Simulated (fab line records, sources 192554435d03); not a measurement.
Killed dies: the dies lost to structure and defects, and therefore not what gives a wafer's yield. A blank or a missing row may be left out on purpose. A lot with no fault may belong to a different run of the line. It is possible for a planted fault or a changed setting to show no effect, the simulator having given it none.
Chamber matching || flow n5 finfet || 4 sister chambers for N5_MOL_CONTACT_COAG_ALD_27 on ald sin-04
The step deposits SiOC, target thk 17 nm, pulse time 1.5 s, time 2720 s. 4 wafers are shown with their chamber, then 8 later ones without.

WAFERS PAIRED WITH THEIR CHAMBERS
{"wafer": "L609.3", "chamber": 0, "heater power outer w (W)": 562}
{"wafer": "L613.2", "chamber": 2, "heater power outer w (W)": 459}
{"wafer": "L615.6", "chamber": 1, "heater power outer w (W)": 474}
{"wafer": "L618.1", "chamber": 3, "heater power outer w (W)": 578}

WAFERS WITH NO CHAMBER GIVEN
{"wafer": "L618.2", "heater power outer w (W)": 545}
{"wafer": "L618.4", "heater power outer w (W)": 473}
{"wafer": "L620.1", "heater power outer w (W)": 466}
{"wafer": "L620.4", "heater power outer w (W)": 465}
{"wafer": "L620.6", "heater power outer w (W)": 562}
{"wafer": "L624.1", "heater power outer w (W)": 464}
{"wafer": "L624.2", "heater power outer w (W)": 566}
{"wafer": "L624.6", "heater power outer w (W)": 553}

WHICH CHAMBER EACH ONE RAN IN
{"wafer": "L618.2", "from the rows above": 0, "in truth": 0}
{"wafer": "L618.4", "from the rows above": "can't be placed: 1 or 2", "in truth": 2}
{"wafer": "L620.1", "from the rows above": "can't be placed: 2 or 1", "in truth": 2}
{"wafer": "L620.4", "from the rows above": "can't be placed: 2 or 1", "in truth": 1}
{"wafer": "L620.6", "from the rows above": 0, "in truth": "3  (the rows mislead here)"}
{"wafer": "L624.1", "from the rows above": "can't be placed: 2 or 1", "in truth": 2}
{"wafer": "L624.2", "from the rows above": "can't be placed: 0 or 3", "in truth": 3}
{"wafer": "L624.6", "from the rows above": 0, "in truth": 0}
2 of 8 placed correctly. Cannot be placed on the basis of these rows: 5; the candidates contain the true chamber in 5. 1 placed wrongly.
How it was worked out, from the rows above alone: a wafer's distance from a chamber is the root of the sum, over the readings, of the square of ((its reading less the chamber's mean) divided by the reading's scatter). If the next closest chamber is less than 2 further off than the closest, the wafer can't be placed; otherwise it belongs to the closest. The mean given for a chamber averages the wafers shown for that chamber. The scatter: root of mean squared gap, hidden wafer to nearest shown wafer, with one shown wafer a chamber.
